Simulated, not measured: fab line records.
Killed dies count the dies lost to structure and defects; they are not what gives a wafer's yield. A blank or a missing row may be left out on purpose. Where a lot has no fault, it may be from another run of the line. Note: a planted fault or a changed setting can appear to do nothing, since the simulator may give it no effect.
Which tool is to blame? / flow n5_finfet / Sampling: 10 lots, 29 wafers, 4 of 1938 route steps

## WHAT THE GAUGES SHOWED, per wafer
N5_BEOL_M7_CD_MEAS_18: pitch 80 nm, target cd 40 nm. Usual: cd_nm reads 39.6 nm (standard deviation 0.92).
lot=L703; measured=day 8 21:29; on=cd_sem-03; cd_nm (nm)=38.3 39.0 38.5; flag=
lot=L704; measured=day 9 01:25; on=cd_sem-02; cd_nm (nm)=41.5 40.5 41.1; flag=
lot=L705; measured=day 9 17:19; on=cd_sem-02; cd_nm (nm)=39.5 39.9; flag=
lot=L712; measured=day 11 07:47; on=cd_sem-03; cd_nm (nm)=39.3 38.0 39.7; flag=
lot=L713; measured=day 12 20:44; on=cd_sem-01; cd_nm (nm)=40.1 40.1 39.5; flag=
lot=L716; measured=day 12 20:52; on=cd_sem-01; cd_nm (nm)=40.0 38.4 39.8; flag=
lot=L717; measured=day 12 21:03; on=cd_sem-01; cd_nm (nm)=41.8 40.9 40.9; flag=
lot=L719; measured=day 13 00:23; on=cd_sem-01; cd_nm (nm)=41.3 40.4 41.8; flag=
lot=L720; measured=day 13 22:41; on=cd_sem-03; cd_nm (nm)=39.0 39.4 39.6; flag=
lot=L723; measured=day 14 23:51; on=cd_sem-01; cd_nm (nm)=39.9 38.7 38.9; flag=

N5_BEOL_M7_CD_MEAS_28: target cd 40 nm. Usual: cd_nm reads 40.04 nm (standard deviation 0.25).
lot=L703; measured=day 8 21:58; on=cd_sem-01; cd_nm (nm)=39.65 40.13 40.08; flag=
lot=L704; measured=day 9 07:26; on=cd_sem-03; cd_nm (nm)=40.15 40.28 40.00; flag=
lot=L705; measured=day 9 18:34; on=cd_sem-01; cd_nm (nm)=39.64 40.04; flag=
lot=L712; measured=day 11 10:37; on=cd_sem-02; cd_nm (nm)=41.75 42.00 42.14; flag=OFF
lot=L713; measured=day 12 22:14; on=cd_sem-01; cd_nm (nm)=40.22 40.09 40.20; flag=
lot=L716; measured=day 12 22:24; on=cd_sem-03; cd_nm (nm)=42.03 41.38 42.00; flag=OFF
lot=L717; measured=day 12 21:52; on=cd_sem-01; cd_nm (nm)=39.87 40.15 39.85; flag=
lot=L719; measured=day 13 00:55; on=cd_sem-03; cd_nm (nm)=40.13 39.80 39.82; flag=
lot=L720; measured=day 14 00:53; on=cd_sem-02; cd_nm (nm)=40.47 39.97 40.16; flag=
lot=L723; measured=day 15 03:32; on=cd_sem-03; cd_nm (nm)=39.96 39.82 39.78; flag=

## EACH LOT AND THE TOOL THAT RAN IT (in order: tool; ch and the chambers of the sampled wafers; start)
lot=L703; N5_BEOL_M7_ETCH_62=rie_diel-02 ch 2,3, day 8 21:06; N5_BEOL_M7_EXPOSE_25=euv_scanner-02 ch 0, day 8 21:50
lot=L704; N5_BEOL_M7_ETCH_62=rie_diel-06 ch 0,2, day 9 01:03; N5_BEOL_M7_EXPOSE_25=euv_scanner-01 ch 0, day 9 07:19
lot=L705; N5_BEOL_M7_ETCH_62=rie_diel-06 ch 0,1, day 9 16:50; N5_BEOL_M7_EXPOSE_25=euv_scanner-01 ch 0, day 9 18:27
lot=L712; N5_BEOL_M7_ETCH_62=rie_diel-04 ch 1,2,3, day 11 07:20; N5_BEOL_M7_EXPOSE_25=euv_scanner-01 ch 0, day 11 10:28
lot=L713; N5_BEOL_M7_ETCH_62=rie_diel-04 ch 0,2, day 12 20:19; N5_BEOL_M7_EXPOSE_25=euv_scanner-02 ch 0, day 12 22:07
lot=L716; N5_BEOL_M7_ETCH_62=rie_diel-06 ch 0,2, day 12 20:30; N5_BEOL_M7_EXPOSE_25=euv_scanner-01 ch 0, day 12 22:16
lot=L717; N5_BEOL_M7_ETCH_62=rie_diel-04 ch 0,2, day 12 20:41; N5_BEOL_M7_EXPOSE_25=euv_scanner-02 ch 0, day 12 21:44
lot=L719; N5_BEOL_M7_ETCH_62=rie_diel-04 ch 0,1,3, day 12 23:58; N5_BEOL_M7_EXPOSE_25=euv_scanner-02 ch 0, day 13 00:48
lot=L720; N5_BEOL_M7_ETCH_62=rie_diel-04 ch 2,3, day 13 22:17; N5_BEOL_M7_EXPOSE_25=euv_scanner-02 ch 0, day 14 00:46
lot=L723; N5_BEOL_M7_ETCH_62=rie_diel-04 ch 0,2,3, day 14 23:29; N5_BEOL_M7_EXPOSE_25=euv_scanner-02 ch 0, day 15 03:25
- N5_BEOL_M7_ETCH_62: etches SOC in N2/H2, target depth 110 nm, overetch 22 nm, time 165 s.
- N5_BEOL_M7_EXPOSE_25: exposes mask V6, target cd 40 nm.

## AS READ BY THE TOOLS THEMSELVES (means over the sampled wafers that have a number; for cases with no such wafer, the mark the record gives instead)
N5_BEOL_M7_ETCH_62. Usual: drypump_motor_current_A 5.5 A, standard deviation 0.37; oes_product_au 0.68 a.u., standard deviation 0.072; rf_vpp_V 524.0 V, standard deviation 2.5; showerhead_plenum_p_Torr 2.55 Torr, standard deviation 0.097; throttle_valve_pct 17.88 %, standard deviation 0.22.
lot=L703; tool=rie_diel-02; drypump_motor_current_A (A)=5.7; oes_product_au (a.u.)=0.76; rf_vpp_V (V)=525.1; showerhead_plenum_p_Torr (Torr)=2.63; throttle_valve_pct (%)=17.93; flag=
lot=L704; tool=rie_diel-06; drypump_motor_current_A (A)=5.9; oes_product_au (a.u.)=0.64; rf_vpp_V (V)=524.9; showerhead_plenum_p_Torr (Torr)=2.59; throttle_valve_pct (%)=17.94; flag=
lot=L705; tool=rie_diel-06; drypump_motor_current_A (A)=5.5; oes_product_au (a.u.)=0.66; rf_vpp_V (V)=524.6; showerhead_plenum_p_Torr (Torr)=2.57; throttle_valve_pct (%)=18.02; flag=
lot=L712; tool=rie_diel-04; drypump_motor_current_A (A)=5.4; oes_product_au (a.u.)=0.60; rf_vpp_V (V)=522.9; showerhead_plenum_p_Torr (Torr)=2.51; throttle_valve_pct (%)=17.94; flag=
lot=L713; tool=rie_diel-04; drypump_motor_current_A (A)=5.7; oes_product_au (a.u.)=0.67; rf_vpp_V (V)=520.5; showerhead_plenum_p_Torr (Torr)=2.45; throttle_valve_pct (%)=17.77; flag=
lot=L716; tool=rie_diel-06; drypump_motor_current_A (A)=5.8; oes_product_au (a.u.)=0.61; rf_vpp_V (V)=526.2; showerhead_plenum_p_Torr (Torr)=2.61; throttle_valve_pct (%)=18.04; flag=
lot=L717; tool=rie_diel-04; drypump_motor_current_A (A)=5.7; oes_product_au (a.u.)=0.67; rf_vpp_V (V)=521.7; showerhead_plenum_p_Torr (Torr)=2.45; throttle_valve_pct (%)=17.79; flag=
lot=L719; tool=rie_diel-04; drypump_motor_current_A (A)=5.4; oes_product_au (a.u.)=0.70; rf_vpp_V (V)=523.4; showerhead_plenum_p_Torr (Torr)=2.53; throttle_valve_pct (%)=17.80; flag=
lot=L720; tool=rie_diel-04; drypump_motor_current_A (A)=5.6; oes_product_au (a.u.)=0.59; rf_vpp_V (V)=521.7; showerhead_plenum_p_Torr (Torr)=2.47; throttle_valve_pct (%)=17.84; flag=
lot=L723; tool=rie_diel-04; drypump_motor_current_A (A)=5.6; oes_product_au (a.u.)=0.62; rf_vpp_V (V)=523.0; showerhead_plenum_p_Torr (Torr)=2.49; throttle_valve_pct (%)=17.87; flag=

N5_BEOL_M7_EXPOSE_25. Usual: exposure_dose_mJ_cm2 reads 42.40 (standard deviation 0.06).
lot=L703 tool=euv_scanner-02 exposure_dose_mJ_cm2=42.39 flag=
lot=L704 tool=euv_scanner-01 exposure_dose_mJ_cm2=42.46 flag=
lot=L705 tool=euv_scanner-01 exposure_dose_mJ_cm2=42.51 flag=
lot=L712 tool=euv_scanner-01 exposure_dose_mJ_cm2=47.16 flag=OFF
lot=L713 tool=euv_scanner-02 exposure_dose_mJ_cm2=42.31 flag=
lot=L716 tool=euv_scanner-01 exposure_dose_mJ_cm2=45.40 flag=OFF
lot=L717 tool=euv_scanner-02 exposure_dose_mJ_cm2=42.44 flag=
lot=L719 tool=euv_scanner-02 exposure_dose_mJ_cm2=42.39 flag=
lot=L720 tool=euv_scanner-02 exposure_dose_mJ_cm2=42.35 flag=
lot=L723 tool=euv_scanner-02 exposure_dose_mJ_cm2=42.38 flag=

## THE ANSWER, worked out from the rows above alone
Rule: a lot is off if the mean of its wafers that have a number lies more than 3 standard deviations from the usual mean. A lot without any number at a reading at which 4 lots or more have one is off too. Where the step has rows for the other lots, those lots are counted as sound. After the gauges, taken in route order, come the tools' own readings; for these a lot's mean is taken, as printed above. The first step at which some lot is off is used, and at that step the reading that is off furthest; a lot without a number counts as furthest.
Off: L712, L716, at N5_BEOL_M7_CD_MEAS_28 (cd_nm).
If a tool, at a process step before that reading, ran all the lots that are off and no sound lot after the first of them, it fits. Not tried: the gauges at N5_BEOL_M7_CD_MEAS_28; whatever is off there is also off at N5_BEOL_M7_EXPOSE_25, on other tools, and gauge error can't account for it. One candidate fits, namely euv_scanner-01 at N5_BEOL_M7_EXPOSE_25. Its last sound lot is L705 (day 9 18:27), its first lot that is off L712 (day 11 10:28): a fault that began between those two fits.
On the lots that are off, the tool's own readings at N5_BEOL_M7_EXPOSE_25 differ by more than 5 times the standard deviation of the sound lots' means, which bears it out; exposure_dose_mJ_cm2 reads 46.28 there versus 42.40 on the sound lots.

## WHAT HAD BEEN PUT IN BY THE SIMULATOR
Process parameters drifting: euv_scanner-01 at N5_BEOL_M7_EXPOSE_25, beginning at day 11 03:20. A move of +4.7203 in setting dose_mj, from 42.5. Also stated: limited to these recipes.
Shown lots that were struck: L712, L716. This agrees with what the rule above found.
